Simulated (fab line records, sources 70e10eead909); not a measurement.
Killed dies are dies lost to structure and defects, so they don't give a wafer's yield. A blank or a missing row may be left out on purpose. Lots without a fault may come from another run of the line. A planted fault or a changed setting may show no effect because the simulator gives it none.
Problem report in the 8D (eight disciplines) form, filled by code | flow nand_harc | the parts of the form that need people (team, actions taken, sign-off) are left out

1. THE PROBLEM
oes_product_au at NHARC_P_STI_ETCH_42 reads a mean of 0.860 a.u. on 3 wafers of 2 lots; wafers without a fault read 1.002 a.u. with a standard deviation of 0.0071. That is -20 standard deviations from the usual mean.
The step: etches the open film in N2/H2, target depth 80 nm, overetch 24 nm, time 61 s.
First seen on wafer L152.3, day 7 05:10, on rie_diel-01. The record holds 36 wafers of 12 lots with a number at this step. Rule for "out", or "out of limits": more than 4 standard deviations from the usual mean. The other wafers with a number count as sound.

2. WHAT IT IS AND WHAT IT IS NOT
question                    | is                     | is not
which readings at this step | oes_product_au         | drypump_motor_current_A, rf_vpp_V, showerhead_plenum_p_Torr, throttle_valve_pct
which lots                  | L152, L154             | L134, L136, L137, L138, L140, L142, L144, L146, L150, L156
which wafers of those lots  | L152.3, L154.4, L154.6 | L152.1, L152.2, L154.2
read on which tools         | rie_diel-01            | rie_diel-06, rie_diel-07
when                        | from day 7 05:10       | up to then (29 sound wafers); but 4 sound wafers of L154, L156 came after

3. SUSPECTS, AND WHAT RULES EACH OUT
Counting: a tool at a process step up to the reading stays a suspect if it ran every lot that is out. Sound lots after the first of them don't rule it out here, since some wafers of a struck lot are sound.
- rie_diel-01 at NHARC_P_STI_ETCH_42 (etches the open film in N2/H2, target depth 80 nm, overetch 24 nm, time 61 s): kept. It ran every lot that is out, first L152 (day 7 05:10); its last sound lot up to then is L150 (day 6 17:17). Its own readings are out on those wafers: oes_product_au.
Left after counting: rie_diel-01 at NHARC_P_STI_ETCH_42.

4. THE CAUSE (what the simulator had put in)
Process parameter drift: rie_diel-01, from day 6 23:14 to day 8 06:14, at NHARC_P_STI_ETCH_42. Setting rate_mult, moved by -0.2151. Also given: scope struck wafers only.
Counting left only this tool.

5. THE CHAIN OF EFFECTS, in route order
Each row: a reading whose mean over the struck wafers that have a number lies more than 3 standard deviations from the usual. Only readings for which the record gives a usual standard deviation are gone through. hours: the time from each lot's start at the first step in this table that gives one to its start at this step, as a median over the lots. sigmas: the change in usual standard deviations.
hours | step                | reading        | usual      | on struck wafers | change | sigmas
0     | NHARC_P_STI_ETCH_42 | oes_product_au | 1.002 a.u. | 0.860            | -0.142 | -20
The process steps in it:
- NHARC_P_STI_ETCH_42: etches the open film in N2/H2, target depth 80 nm, overetch 24 nm, time 61 s.

6. WHAT WOULD HAVE CAUGHT IT SOONER
In this record the first reading out of limits was taken at day 7 05:10, 6 hours after the fault began at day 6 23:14.
